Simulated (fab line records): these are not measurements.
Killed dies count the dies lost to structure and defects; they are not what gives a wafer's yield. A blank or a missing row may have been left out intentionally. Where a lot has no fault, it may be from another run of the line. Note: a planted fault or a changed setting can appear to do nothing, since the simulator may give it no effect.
Matching of chambers :: flow n5 finfet :: cvd co-01 running N5_BEOL_M1_PRE_CLEAN_60: 3 sister chambers
The step time 15 s. 3 wafers are shown with their chamber, then 10 later ones without.

WAFERS, EACH WITH ITS CHAMBER
wafer: L079.6
chamber: 0
heater power w (W): 97

wafer: L084.5
chamber: 2
heater power w (W): 98

wafer: L086.4
chamber: 1
heater power w (W): 77

WAFERS WITH NO CHAMBER GIVEN
wafer: L086.5
heater power w (W): 101

wafer: L090.2
heater power w (W): 98

wafer: L090.4
heater power w (W): 78

wafer: L090.5
heater power w (W): 100

wafer: L092.4
heater power w (W): 99

wafer: L092.5
heater power w (W): 101

wafer: L092.6
heater power w (W): 78

wafer: L093.1
heater power w (W): 101

wafer: L093.2
heater power w (W): 79

wafer: L093.6
heater power w (W): 81

WHICH CHAMBER EACH ONE RAN IN
wafer: L086.5
from the rows above: can't be placed: 2 or 0
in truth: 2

wafer: L090.2
from the rows above: can't be placed: 2 or 0
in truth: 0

wafer: L090.4
from the rows above: 1
in truth: 1

wafer: L090.5
from the rows above: can't be placed: 2 or 0
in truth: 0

wafer: L092.4
from the rows above: can't be placed: 2 or 0
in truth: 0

wafer: L092.5
from the rows above: can't be placed: 2 or 0
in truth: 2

wafer: L092.6
from the rows above: 1
in truth: 1

wafer: L093.1
from the rows above: can't be placed: 2 or 0
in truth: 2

wafer: L093.2
from the rows above: 1
in truth: 1

wafer: L093.6
from the rows above: 1
in truth: 1
Correctly placed: 4 of 10. Not placeable from these rows: 6 (in 6, the candidates include the true chamber). Wrongly placed: 0.
How it was worked out, from the rows above alone: a wafer's distance from a chamber is the root of the sum, over the readings, of the square of ((its reading less the chamber's mean) divided by the reading's scatter). The wafer belongs to the nearest chamber; if the next one is less than 2 further off, it can't be placed. Each chamber's mean is taken over the wafers shown for it. The scatter: with one shown wafer a chamber, the root of the mean of the squares of how far each hidden wafer lies from its nearest shown one.
